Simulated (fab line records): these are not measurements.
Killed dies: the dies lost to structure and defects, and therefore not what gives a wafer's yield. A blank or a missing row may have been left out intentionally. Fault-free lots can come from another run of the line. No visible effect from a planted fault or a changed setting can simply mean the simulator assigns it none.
Matching of chambers + flow nand harc + rie diel-13 running NHARC_P_M2_ETCH_35: 4 sister chambers
The step etches the open film in N2/H2, target depth 40 nm, overetch 12 nm, time 43.94 s. 7 wafers are shown with their chamber, then 7 later ones without.

## WAFERS, EACH WITH ITS CHAMBER
| wafer  | chamber | drypump motor current A (A) | rf vpp V (V) |
|--------|---------|-----------------------------|--------------|
| L801.4 | 0       | 6.8                         | 433.5        |
| L804.3 | 1       | 5.9                         | 428.9        |
| L804.5 | 2       | 6.1                         | 433.5        |
| L808.2 | 2       | 6.0                         | 433.9        |
| L808.6 | 3       | 6.1                         | 435.2        |
| L812.1 | 0       | 6.8                         | 433.8        |
| L812.2 | 3       | 6.1                         | 434.4        |

## WAFERS WITH NO CHAMBER GIVEN
| wafer  | drypump motor current A (A) | rf vpp V (V) |
|--------|-----------------------------|--------------|
| L812.4 | 5.9                         | 429.7        |
| L814.3 | 6.8                         | 435.0        |
| L814.4 | 5.9                         | 430.3        |
| L814.5 | 6.1                         | 433.7        |
| L821.2 | 6.1                         | 433.9        |
| L821.5 | 5.8                         | 428.3        |
| L821.6 | 6.1                         | 433.3        |

## WHICH CHAMBER EACH ONE RAN IN
| wafer  | from the rows above     | in truth |
|--------|-------------------------|----------|
| L812.4 | 1                       | 1        |
| L814.3 | 0                       | 0        |
| L814.4 | 1                       | 1        |
| L814.5 | can't be placed: 2 or 3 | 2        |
| L821.2 | can't be placed: 2 or 3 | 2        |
| L821.5 | 1                       | 1        |
| L821.6 | 2                       | 2        |
Correct placement for 5 of the 7. Can't be placed from these rows: 2 (the true chamber is among the candidates in 2). Wrongly placed: 0.
How it was worked out, from the rows above alone: a wafer's distance from a chamber is the root of the sum, over the readings, of the square of ((its reading less the chamber's mean) divided by the reading's scatter). The wafer belongs to the nearest chamber; if the next one is less than 2 further off, it can't be placed. A chamber's mean is the mean of its shown wafers. How the scatter is found: for the shown wafers, subtract from each reading the mean of its chamber, square and add these, divide the total by (wafers less chambers), then take the root.
